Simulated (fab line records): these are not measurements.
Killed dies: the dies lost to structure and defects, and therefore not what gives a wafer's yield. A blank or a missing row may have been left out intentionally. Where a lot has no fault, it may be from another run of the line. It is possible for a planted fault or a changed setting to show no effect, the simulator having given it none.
Struck lot and sound lot, side by side + flow n5 finfet + 15 steps out of a route of 1938
Sound: these wafers, L330.1, L330.4, L330.6. Struck: wafer L332.1 (left out: L332.6, a lot-mate that was not struck); the cause follows at the end.
Each step with rows lists, per side, the tool, then ch with its chambers, then its first start. Under that, the readings that differ: sound wafers + struck wafers + difference of the means + sigmas: that difference in standard deviations of wafers without a fault.
alike: same words and numbers on both sides, and readings whose means sit less than 2 such deviations apart. not compared: any withheld reading, any reading some wafer has no value for, any bound like >300 that may hide the same value, and any number with overlapping values for which the record gives no deviation.
A row with sigmas, a row that says differs or no value, or rows on one side alone: a step with any of these is where the two part. Numbers that don't overlap but have no deviation are shown without sigmas and don't part them. Lack of a reading on every wafer of one side parts them only where that side has two or more wafers.

first, 1 step without rows for these wafers: N5_BEOL_M13_HARDBAKE_32 (time 120 s).
N5_BEOL_M13_CD_MEAS_28: the cd target is 209.5 nm.
  sound on cd sem-02 ch 0, day 12 13:06; struck on cd sem-03 ch 0, day 13 18:25
  alike: cd nm
N5_BEOL_M13_OVL_MEAS_29:
  sound on overlay-02 ch 0, day 12 13:08; struck on overlay-02 ch 0, day 13 18:26
  alike: M13_OVL
N5_BEOL_M13_INSPECT_30: inspects for defects (macro).
  sound on defect inspect-01, day 12 13:10; struck on defect inspect-02, day 13 18:28
  alike: raw defect count
N5_BEOL_M13_DESCUM_33: chemistry O2, time 7.9 s.
  sound on rie diel-02 ch 1,2,3, day 12 13:11; struck on rie diel-01 ch 0, day 13 18:33
  alike: drypump motor current A, oes product au, rf vpp V, showerhead plenum p Torr, throttle valve pct
  not compared: rf hours counter h
N5_BEOL_M13_ETCH_67: etches SiARC in CF4, target depth 143 nm, time 238.3 s.
  sound on rie diel-02 ch 1,2,3, day 12 13:14; struck on rie diel-01 ch 0, day 13 18:35
  alike: drypump motor current A, etch rf on time s, oes product au, rf vpp V, showerhead plenum p Torr, throttle valve pct
  not compared: rf hours counter h
N5_BEOL_M13_ETCH_68: etches SOC in N2/H2, time 355 s.
  sound on rie diel-02 ch 1,2,3, day 12 13:22; struck on rie diel-01 ch 0, day 13 18:44
  alike: drypump motor current A, oes product au, rf vpp V, showerhead plenum p Torr, throttle valve pct
  not compared: rf hours counter h
then, 1 step without rows for these wafers: N5_BEOL_M13_STRIP_69 (strips in N2/H2).
N5_BEOL_M13_TRENCH_ETCH_34: etches SiOC in C4F8/O2/Ar, target depth 413.47 nm, time 162.6 s.
  sound on rie diel-02 ch 1,2,3, day 12 13:35; struck on rie diel-01 ch 0, day 13 18:57
  alike: drypump motor current A, oes product au, rf vpp V, showerhead plenum p Torr, throttle valve pct
  not compared: rf hours counter h
then, 1 step without rows for these wafers: N5_BEOL_M13_STRIP_70 (strips in C4F8/O2/Ar).
N5_BEOL_M13_OCD_MEAS_35:
  sound on ocd-01, day 12 13:46; struck on ocd-02, day 13 19:08
  alike: trench depth nm
N5_BEOL_M13_STRIP_37: strips in N2/H2.
  sound on plasma asher-01 ch 0,1, day 12 13:49; struck on plasma asher-01 ch 0, day 13 19:10
  alike: drypump motor current A, heater power w, oes product au
  not compared: rf hours counter h
N5_BEOL_M13_ETCH_38: etches SiCN in CF4/N2, target depth 67.5 nm, time 71.9 s.
  sound on rie diel-01 ch 0,1, day 12 14:08; struck on rie diel-01 ch 1, day 13 20:07
| reading                  | sound            | struck | difference | sigmas |
|--------------------------|------------------|--------|------------|--------|
| model.etch.depth nm (nm) | 57.7 58.47 57.75 | 48.85  | -9.12      |        |
  alike: drypump motor current A, oes product au, rf vpp V, showerhead plenum p Torr, throttle valve pct
  not compared: rf hours counter h
then, 2 steps without rows for these wafers: N5_BEOL_M13_PRECLEAN_39 (cleans in residue remover, time 60 s); N5_PASSIVATION_PROBE_49.

## WHERE THEY PART
Nowhere in this record.

WHY: what had been put in by the simulator
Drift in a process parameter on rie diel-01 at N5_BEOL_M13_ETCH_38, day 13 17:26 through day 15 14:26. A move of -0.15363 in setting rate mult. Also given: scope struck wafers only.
